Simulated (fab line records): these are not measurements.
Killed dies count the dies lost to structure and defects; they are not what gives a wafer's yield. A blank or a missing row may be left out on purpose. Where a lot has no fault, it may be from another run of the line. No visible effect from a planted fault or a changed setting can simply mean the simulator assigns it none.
Matching of chambers || flow n5_finfet || N5_BEOL_M11_ETCH_66 on rie_diel-04 has 4 sister chambers
The step etches SOC in N2/H2, target depth 120 nm, overetch 24 nm, time 180 s. 20 wafers are shown with their chamber, then 10 later ones without.

## WAFERS, EACH WITH ITS CHAMBER
{"wafer": "L075.1", "chamber": 0, "showerhead_plenum_p_Torr (Torr)": 2.71, "drypump_motor_current_A (A)": 4.8, "throttle_valve_pct (%)": 17.64}
{"wafer": "L075.2", "chamber": 1, "showerhead_plenum_p_Torr (Torr)": 2.50, "drypump_motor_current_A (A)": 5.2, "throttle_valve_pct (%)": 17.88}
{"wafer": "L075.6", "chamber": 0, "showerhead_plenum_p_Torr (Torr)": 2.71, "drypump_motor_current_A (A)": 4.8, "throttle_valve_pct (%)": 17.65}
{"wafer": "L078.3", "chamber": 3, "showerhead_plenum_p_Torr (Torr)": 2.46, "drypump_motor_current_A (A)": 6.2, "throttle_valve_pct (%)": 18.31}
{"wafer": "L078.4", "chamber": 3, "showerhead_plenum_p_Torr (Torr)": 2.46, "drypump_motor_current_A (A)": 6.2, "throttle_valve_pct (%)": 18.31}
{"wafer": "L078.6", "chamber": 2, "showerhead_plenum_p_Torr (Torr)": 2.68, "drypump_motor_current_A (A)": 6.2, "throttle_valve_pct (%)": 18.08}
{"wafer": "L079.2", "chamber": 2, "showerhead_plenum_p_Torr (Torr)": 2.68, "drypump_motor_current_A (A)": 6.1, "throttle_valve_pct (%)": 18.06}
{"wafer": "L079.3", "chamber": 3, "showerhead_plenum_p_Torr (Torr)": 2.46, "drypump_motor_current_A (A)": 6.2, "throttle_valve_pct (%)": 18.31}
{"wafer": "L079.4", "chamber": 3, "showerhead_plenum_p_Torr (Torr)": 2.46, "drypump_motor_current_A (A)": 6.2, "throttle_valve_pct (%)": 18.32}
{"wafer": "L083.3", "chamber": 0, "showerhead_plenum_p_Torr (Torr)": 2.71, "drypump_motor_current_A (A)": 4.8, "throttle_valve_pct (%)": 17.66}
{"wafer": "L083.5", "chamber": 0, "showerhead_plenum_p_Torr (Torr)": 2.71, "drypump_motor_current_A (A)": 4.8, "throttle_valve_pct (%)": 17.67}
{"wafer": "L083.6", "chamber": 2, "showerhead_plenum_p_Torr (Torr)": 2.68, "drypump_motor_current_A (A)": 6.1, "throttle_valve_pct (%)": 18.08}
{"wafer": "L081.1", "chamber": 2, "showerhead_plenum_p_Torr (Torr)": 2.68, "drypump_motor_current_A (A)": 6.2, "throttle_valve_pct (%)": 18.06}
{"wafer": "L081.4", "chamber": 1, "showerhead_plenum_p_Torr (Torr)": 2.49, "drypump_motor_current_A (A)": 5.2, "throttle_valve_pct (%)": 17.51}
{"wafer": "L081.5", "chamber": 0, "showerhead_plenum_p_Torr (Torr)": 2.70, "drypump_motor_current_A (A)": 4.8, "throttle_valve_pct (%)": 17.66}
{"wafer": "L084.2", "chamber": 3, "showerhead_plenum_p_Torr (Torr)": 2.46, "drypump_motor_current_A (A)": 6.2, "throttle_valve_pct (%)": 18.32}
{"wafer": "L084.3", "chamber": 2, "showerhead_plenum_p_Torr (Torr)": 2.68, "drypump_motor_current_A (A)": 6.2, "throttle_valve_pct (%)": 18.10}
{"wafer": "L084.5", "chamber": 1, "showerhead_plenum_p_Torr (Torr)": 2.49, "drypump_motor_current_A (A)": 5.2, "throttle_valve_pct (%)": 17.51}
{"wafer": "L082.1", "chamber": 1, "showerhead_plenum_p_Torr (Torr)": 2.49, "drypump_motor_current_A (A)": 5.2, "throttle_valve_pct (%)": 17.50}
{"wafer": "L082.3", "chamber": 2, "showerhead_plenum_p_Torr (Torr)": 2.68, "drypump_motor_current_A (A)": 6.2, "throttle_valve_pct (%)": 18.10}

SIGNATURES (averages over the wafers above)
{"reading": "showerhead_plenum_p_Torr", "chamber 0": 2.7080, "chamber 1": 2.4925, "chamber 2": 2.6800, "chamber 3": 2.4600, "scatter within a chamber": 0.00311}
{"reading": "drypump_motor_current_A", "chamber 0": 4.800, "chamber 1": 5.200, "chamber 2": 6.167, "chamber 3": 6.200, "scatter within a chamber": 0.0289}
{"reading": "throttle_valve_pct", "chamber 0": 17.6560, "chamber 1": 17.6000, "chamber 2": 18.0800, "chamber 3": 18.3140, "scatter within a chamber": 0.0817}
Rule: a wafer's distance from a chamber is the root of the sum, over the readings, of the square of ((its reading less the chamber's mean) divided by the reading's scatter). If the next closest chamber is less than 2 further off than the closest, the wafer can't be placed; otherwise it belongs to the closest. The scatter: take each reading less its chamber's mean, square it, sum over the shown wafers, divide by the number of wafers less the number of chambers, and take the root.

## WAFERS MISSING THEIR CHAMBER
{"wafer": "L082.4", "showerhead_plenum_p_Torr (Torr)": 2.70, "drypump_motor_current_A (A)": 4.8, "throttle_valve_pct (%)": 17.67}
{"wafer": "L088.1", "showerhead_plenum_p_Torr (Torr)": 2.68, "drypump_motor_current_A (A)": 6.1, "throttle_valve_pct (%)": 18.11}
{"wafer": "L088.5", "showerhead_plenum_p_Torr (Torr)": 2.46, "drypump_motor_current_A (A)": 6.2, "throttle_valve_pct (%)": 18.30}
{"wafer": "L088.6", "showerhead_plenum_p_Torr (Torr)": 2.70, "drypump_motor_current_A (A)": 4.8, "throttle_valve_pct (%)": 17.66}
{"wafer": "L087.1", "showerhead_plenum_p_Torr (Torr)": 2.70, "drypump_motor_current_A (A)": 4.8, "throttle_valve_pct (%)": 17.70}
{"wafer": "L087.3", "showerhead_plenum_p_Torr (Torr)": 2.68, "drypump_motor_current_A (A)": 6.1, "throttle_valve_pct (%)": 18.10}
{"wafer": "L087.6", "showerhead_plenum_p_Torr (Torr)": 2.49, "drypump_motor_current_A (A)": 5.2, "throttle_valve_pct (%)": 17.51}
{"wafer": "L091.1", "showerhead_plenum_p_Torr (Torr)": 2.70, "drypump_motor_current_A (A)": 4.8, "throttle_valve_pct (%)": 17.69}
{"wafer": "L091.2", "showerhead_plenum_p_Torr (Torr)": 2.67, "drypump_motor_current_A (A)": 6.1, "throttle_valve_pct (%)": 18.12}
{"wafer": "L091.3", "showerhead_plenum_p_Torr (Torr)": 2.48, "drypump_motor_current_A (A)": 5.2, "throttle_valve_pct (%)": 17.54}

## EACH ONE'S CHAMBER
{"wafer": "L082.4", "from the rows above": 0, "in truth": 0}
{"wafer": "L088.1", "from the rows above": 2, "in truth": 2}
{"wafer": "L088.5", "from the rows above": 3, "in truth": 3}
{"wafer": "L088.6", "from the rows above": 0, "in truth": 0}
{"wafer": "L087.1", "from the rows above": 0, "in truth": 0}
{"wafer": "L087.3", "from the rows above": 2, "in truth": 2}
{"wafer": "L087.6", "from the rows above": 1, "in truth": 1}
{"wafer": "L091.1", "from the rows above": 0, "in truth": 0}
{"wafer": "L091.2", "from the rows above": 2, "in truth": 2}
{"wafer": "L091.3", "from the rows above": 1, "in truth": 1}
Placed correctly: 10 of 10. Not placeable from these rows: 0. Placed wrongly: 0.
